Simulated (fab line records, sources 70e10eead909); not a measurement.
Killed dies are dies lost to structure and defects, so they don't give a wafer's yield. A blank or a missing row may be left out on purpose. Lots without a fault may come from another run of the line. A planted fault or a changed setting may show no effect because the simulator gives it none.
A struck lot beside a sound one | flow nand_harc | 14 steps out of a route of 1302
Sound: wafers L423.1, L423.4, L423.5. Struck: wafers L431.2, L431.5. (L431.3 of the same lot was not struck and is left out.) The cause comes at the end.
At each step with rows: each side's tool, then ch and its chambers, then its first start. Under that, the readings that differ: sound wafers | struck wafers | difference of the means | sigmas: that difference in standard deviations of wafers without a fault.
alike: readings whose means differ by less than 2 such deviations, and words and numbers that are the same on both sides. not compared: withheld readings, readings that some wafer has no value for, bounds like >300 that may hide the same value, and numbers for which the record gives no deviation and whose values overlap.
The two part at a step that has a row with sigmas, a row that says differs or no value, or rows on one side only. Numbers that don't overlap but have no deviation are shown without sigmas and don't part them. A reading that every wafer of one side lacks parts them only if that side has two wafers or more.

first, 8 steps without rows for these wafers: NHARC_A_SGD_CUT_COAT_56 (time 75 s); NHARC_A_SGD_CUT_COAT_57 (time 65 s); NHARC_A_SGD_CUT_COAT_03 (resist thk 90 nm); NHARC_A_SGD_CUT_SOFTBAKE_04 (time 55 s); NHARC_A_SGD_CUT_EBR_05; NHARC_A_SGD_CUT_EXPOSE_06 (exposes mask SGD); NHARC_A_SGD_CUT_PEB_07 (peb time 65 s); NHARC_A_SGD_CUT_DEVELOP_08 (develop time 35 s).
NHARC_A_SGD_CUT_CD_MEAS_09: target cd 100 nm.
  sound on cd_sem-01 ch 0, day 20 20:40; struck on cd_sem-01 ch 0, day 24 04:38
  alike: cd_nm
NHARC_A_SGD_CUT_OVL_MEAS_10:
  sound on overlay-01, day 20 20:45; struck on overlay-02, day 24 04:43
  alike: overlay_x_nm, overlay_y_nm
NHARC_A_SGD_CUT_INSPECT_11:
  sound on defect_inspect-01, day 20 20:47; struck on defect_inspect-01, day 24 04:45
  alike: raw_defect_count
NHARC_A_SGD_CUT_DESCUM_14: chemistry O2, time 3 s.
  sound on rie_diel-13 ch 2, day 20 20:52; struck on rie_diel-05 ch 0,3, day 24 04:49
  alike: drypump_motor_current_A, oes_product_au, rf_vpp_V, showerhead_plenum_p_Torr, throttle_valve_pct
  not compared: rf_hours_counter_h
NHARC_A_SGD_CUT_ETCH_58: etches the open film in CF4, target depth 39 nm, time 65 s.
  sound on rie_diel-13 ch 1,2, day 20 21:00; struck on rie_diel-05 ch 0, day 24 04:54
  reading               | sound             | struck      | difference | sigmas
  oes_product_au (a.u.) | 1.010 0.982 1.016 | 0.833 0.837 | -0.168     | -15
  alike: drypump_motor_current_A, rf_vpp_V, showerhead_plenum_p_Torr, throttle_valve_pct
  not compared: rf_hours_counter_h
NHARC_A_SGD_CUT_ETCH_59: etches the open film in N2/H2, target depth 260 nm, time 406.25 s.
  sound on rie_diel-13 ch 1,2, day 20 21:07; struck on rie_diel-05 ch 3
  alike: drypump_motor_current_A, oes_product_au, rf_vpp_V, showerhead_plenum_p_Torr, throttle_valve_pct
  not compared: rf_hours_counter_h

WHERE THEY PART
Only at NHARC_A_SGD_CUT_ETCH_58, within this record. Later steps at which nothing parts them and some readings are alike: NHARC_A_SGD_CUT_ETCH_59.

WHY: what the simulator had put in
Process parameter drift: rie_diel-05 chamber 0, from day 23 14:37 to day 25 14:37, at NHARC_A_SGD_CUT_ETCH_58. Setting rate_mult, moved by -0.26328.
